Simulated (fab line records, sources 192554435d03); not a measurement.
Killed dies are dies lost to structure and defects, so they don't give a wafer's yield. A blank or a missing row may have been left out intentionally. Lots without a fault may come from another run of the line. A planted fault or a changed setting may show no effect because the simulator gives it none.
Problem report in the 8D (eight disciplines) form, filled by code | flow n5 finfet | the parts of the form that need people (team, actions taken, sign-off) are left out

== 1. PROBLEM STATEMENT ==
killed_at_M4_up at N5_PASSIVATION_PROBE_49 reads a mean of 88 on 6 wafers of 2 lots; wafers without a fault read 13 with a standard deviation of 5.1. Measured from the usual mean, that is +15 standard deviations.
First observed at day 15 17:50: wafer L961.2, on prober-02. Wafers with a number at this step in the record: 6, from 2 lots. Rule for "out" (also "out of limits"): further than 4 standard deviations from the usual mean. The rest of the wafers with a number are treated as sound.

== 2. WHAT IT IS AND WHAT IT IS NOT ==
question                    | is                     | is not
which readings at this step | killed_at_M4_up        | killed_at_M0_to_M3, killed at contacts, killed at front end, killed at other, killed open, killed short, sort_bin_6_memory
which lots                  | L961, L962             | -
which wafers of those lots  | all that have a number | -
read on which tools         | prober-01, prober-02   | -
when                        | from day 15 17:50      | up to then (0 sound wafers)

== 3. WHAT RULES OUT EACH SUSPECT ==
Counting: a tool at a process step up to the reading stays a suspect if it ran every lot that is out and no sound lot after the first of them.
- rie diel-05 at N5_BEOL_M15_STRIP_37 (strips in O2): kept. It ran every lot that is out, first L961 (day 15 01:38), and no sound lot after that.
Left after counting: rie diel-05 at N5_BEOL_M15_STRIP_37.

== 4. THE CAUSE (what the simulator had put in) ==
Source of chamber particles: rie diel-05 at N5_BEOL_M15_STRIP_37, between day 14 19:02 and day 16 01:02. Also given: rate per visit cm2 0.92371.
Only this tool survived the counting.

== 5. THE EFFECT CHAIN, in route order ==
Each row: a reading where the mean over the struck wafers with a number is more than 3 standard deviations away from the usual. Only readings whose record carries a usual standard deviation are examined. hours: median over the lots of the time between each lot's start at the first step of this table that gives one and its start at this step. sigmas: the change, counted in usual standard deviations.
hours | step                    | reading              | usual  | on struck wafers | change | sigmas
0     | N5_PASSIVATION_PROBE_49 | defect limited yield | 91.7 % | 85.8             | -6.0   | -3.5
0     | N5_PASSIVATION_PROBE_49 | killed_at_M4_up      | 13     | 88               | +75    | +15
0     | N5_PASSIVATION_PROBE_49 | killed dies          | 98     | 168              | +70    | +3.5
0     | N5_PASSIVATION_PROBE_49 | killed on rim        | 13     | 30               | +17    | +3.7
0     | N5_PASSIVATION_PROBE_49 | sort_bin_5_function  | 4.8 %  | 8.8              | +4.0   | +3.6
0     | N5_PASSIVATION_PROBE_49 | sort n pass          | 1082   | 1012             | -70    | -3.5
0     | N5_PASSIVATION_PROBE_49 | sort yield pct       | 91.7 % | 85.8             | -6.0   | -3.5
It contains these process steps:
- N5_PASSIVATION_PROBE_49

== 6. WHAT WOULD HAVE CAUGHT IT SOONER ==
In this record the first reading out of limits was taken at day 15 17:50, 23 hours after the fault began at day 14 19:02.
An alarm limit of 4 standard deviations would not have fired on the tool readings at N5_BEOL_M15_STRIP_37 for which the record gives a usual standard deviation, since none of them was out on any struck wafer.
The start of N5_BEOL_M15_STRIP_37 on rie diel-05 came by day 15 17:50 for every one of the lots that are out (2). None of them would have been spared by holding the tool at that moment.
